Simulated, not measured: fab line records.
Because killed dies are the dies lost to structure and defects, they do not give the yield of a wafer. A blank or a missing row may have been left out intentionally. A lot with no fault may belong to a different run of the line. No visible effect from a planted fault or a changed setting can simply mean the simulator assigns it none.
Split-lot trial || flow n5Finfet || 21 wafers read across 7 lots, on a route 1938 steps long

== THE SPLIT ITSELF ==
At N5_PASSIVATION_EXPOSE_27 (exposes mask PAD, defocus 0 nm), the setting doseMj was moved away from the recipe's 32.3 on 8 of the 21 wafers read, by -6.9% to +6.5%. The other wafers ran this setting at the recipe's value.

== FROM THE SPLIT TO THE READING: what the file shows between them, 3 steps ==
- N5_PASSIVATION_PEB_28
- N5_PASSIVATION_DEVELOP_29: develop time 60 s
- N5_PASSIVATION_HARDBAKE_31: time 120 s

== THE READING ==
cdNm at N5_PASSIVATION_CD_MEAS_30, given in nm (cd target 4000 nm). Fault-free wafers of this fab line usually give 4000.9 nm, standard deviation 1.6 nm.

{"wafer": "L074.2", "tool, chamber at the split": "krfScanner-01, 0", "doseMj as run": 32.3, "against the recipe": "recipe", "cdNm, nm": 3999.5, "against lot-mates on the recipe": "-"}
{"wafer": "L074.3", "tool, chamber at the split": "krfScanner-01, 0", "doseMj as run": 30.07, "against the recipe": "-6.9%", "cdNm, nm": 3992.3, "against lot-mates on the recipe": -7.2}
{"wafer": "L074.4", "tool, chamber at the split": "krfScanner-01, 0", "doseMj as run": 30.07, "against the recipe": "-6.9%", "cdNm, nm": 3992.2, "against lot-mates on the recipe": -7.3}
{"wafer": "L075.4", "tool, chamber at the split": "krfScanner-02, 0", "doseMj as run": 32.3, "against the recipe": "recipe", "cdNm, nm": 4002.2, "against lot-mates on the recipe": "-"}
{"wafer": "L075.5", "tool, chamber at the split": "krfScanner-02, 0", "doseMj as run": 32.3, "against the recipe": "recipe", "cdNm, nm": 4000.9, "against lot-mates on the recipe": "-"}
{"wafer": "L075.6", "tool, chamber at the split": "krfScanner-02, 0", "doseMj as run": 32.3, "against the recipe": "recipe", "cdNm, nm": 4000.8, "against lot-mates on the recipe": "-"}
{"wafer": "L078.1", "tool, chamber at the split": "krfScanner-02, 0", "doseMj as run": 32.3, "against the recipe": "recipe", "cdNm, nm": 4000.1, "against lot-mates on the recipe": "-"}
{"wafer": "L078.2", "tool, chamber at the split": "krfScanner-02, 0", "doseMj as run": 32.3, "against the recipe": "recipe", "cdNm, nm": 3998.8, "against lot-mates on the recipe": "-"}
{"wafer": "L078.5", "tool, chamber at the split": "krfScanner-02, 0", "doseMj as run": 32.3, "against the recipe": "recipe", "cdNm, nm": 4003.3, "against lot-mates on the recipe": "-"}
{"wafer": "L080.2", "tool, chamber at the split": "krfScanner-02, 0", "doseMj as run": 34.4, "against the recipe": "+6.5%", "cdNm, nm": 4010.7, "against lot-mates on the recipe": "+10.7"}
{"wafer": "L080.5", "tool, chamber at the split": "krfScanner-02, 0", "doseMj as run": 34.4, "against the recipe": "+6.5%", "cdNm, nm": 4012.0, "against lot-mates on the recipe": "+12.0"}
{"wafer": "L080.6", "tool, chamber at the split": "krfScanner-02, 0", "doseMj as run": 32.3, "against the recipe": "recipe", "cdNm, nm": 4000.0, "against lot-mates on the recipe": "-"}
{"wafer": "L086.2", "tool, chamber at the split": "krfScanner-01, 0", "doseMj as run": 32.3, "against the recipe": "recipe", "cdNm, nm": 4001.5, "against lot-mates on the recipe": "-"}
{"wafer": "L086.3", "tool, chamber at the split": "krfScanner-01, 0", "doseMj as run": 32.3, "against the recipe": "recipe", "cdNm, nm": 4003.0, "against lot-mates on the recipe": "-"}
{"wafer": "L086.5", "tool, chamber at the split": "krfScanner-01, 0", "doseMj as run": 32.3, "against the recipe": "recipe", "cdNm, nm": 4001.7, "against lot-mates on the recipe": "-"}
{"wafer": "L092.1", "tool, chamber at the split": "krfScanner-02, 0", "doseMj as run": 33.95, "against the recipe": "+5.1%", "cdNm, nm": 4009.8, "against lot-mates on the recipe": "+7.6"}
{"wafer": "L092.5", "tool, chamber at the split": "krfScanner-02, 0", "doseMj as run": 32.3, "against the recipe": "recipe", "cdNm, nm": 4002.2, "against lot-mates on the recipe": "-"}
{"wafer": "L092.6", "tool, chamber at the split": "krfScanner-02, 0", "doseMj as run": 33.95, "against the recipe": "+5.1%", "cdNm, nm": 4010.2, "against lot-mates on the recipe": "+8.0"}
{"wafer": "L093.1", "tool, chamber at the split": "krfScanner-01, 0", "doseMj as run": 31.13, "against the recipe": "-3.6%", "cdNm, nm": 3993.8, "against lot-mates on the recipe": -4.1}
{"wafer": "L093.2", "tool, chamber at the split": "krfScanner-01, 0", "doseMj as run": 31.13, "against the recipe": "-3.6%", "cdNm, nm": 3992.5, "against lot-mates on the recipe": -5.4}
{"wafer": "L093.6", "tool, chamber at the split": "krfScanner-01, 0", "doseMj as run": 32.3, "against the recipe": "recipe", "cdNm, nm": 3997.9, "against lot-mates on the recipe": "-"}

THE FIT
A straight line over all 21 wafers: cdNm changes by +1.56 nm for each +1% of doseMj; r = +0.96; the points scatter about the line by 1.7 nm.
The same after taking each lot's own level away (the mean of its wafers on the recipe; 21 wafers): +1.4 nm for each +1%; r = +0.97; scatter 1.3 nm.
That fit puts the effect of the largest move of doseMj on the reading at 9.6 nm.
Across the lots, their own levels run from 3997.90 to 4002.20 nm, a range of 2.7 times the standard deviation given above.
Thus the slope moves with the lot-to-lot level: the two fits are different.
Check: for one of the wafers moved furthest among these (-6.9%), held out of the fit, the line's prediction against its lot-mates is -9.7 nm. Against them it came out at -7.2 nm.

== FURTHER SPLITS ON THESE WAFERS ==
Note: prior to the reading, these wafers also went through further splits. Each is held against what the fit with the lots' levels taken away leaves over:
{"other split on the same wafers": "N5_BEOL_M14_TRENCH_ETCH_34 timeS", "wafers away from the commonest value": 6, "r with cdNm (lot level and that fit taken away)": -0.14}
{"other split on the same wafers": "N5_BEOL_M14_DEP_53 timeS", "wafers away from the commonest value": 8, "r with cdNm (lot level and that fit taken away)": "+0.20"}
{"other split on the same wafers": "N5_BEOL_M15_SPUTTER_44 powerW", "wafers away from the commonest value": 11, "r with cdNm (lot level and that fit taken away)": -0.11}
{"other split on the same wafers": "N5_BEOL_M15_CMP_49 downForcePsi", "wafers away from the commonest value": 10, "r with cdNm (lot level and that fit taken away)": "+0.11"}
{"other split on the same wafers": "N5_PASSIVATION_ETCH_15 biasW", "wafers away from the commonest value": 7, "r with cdNm (lot level and that fit taken away)": -0.05}

== THE FILE'S OWN FIT ==
cdNm changes by +1.4 nm for each +1% of doseMj, r = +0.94.
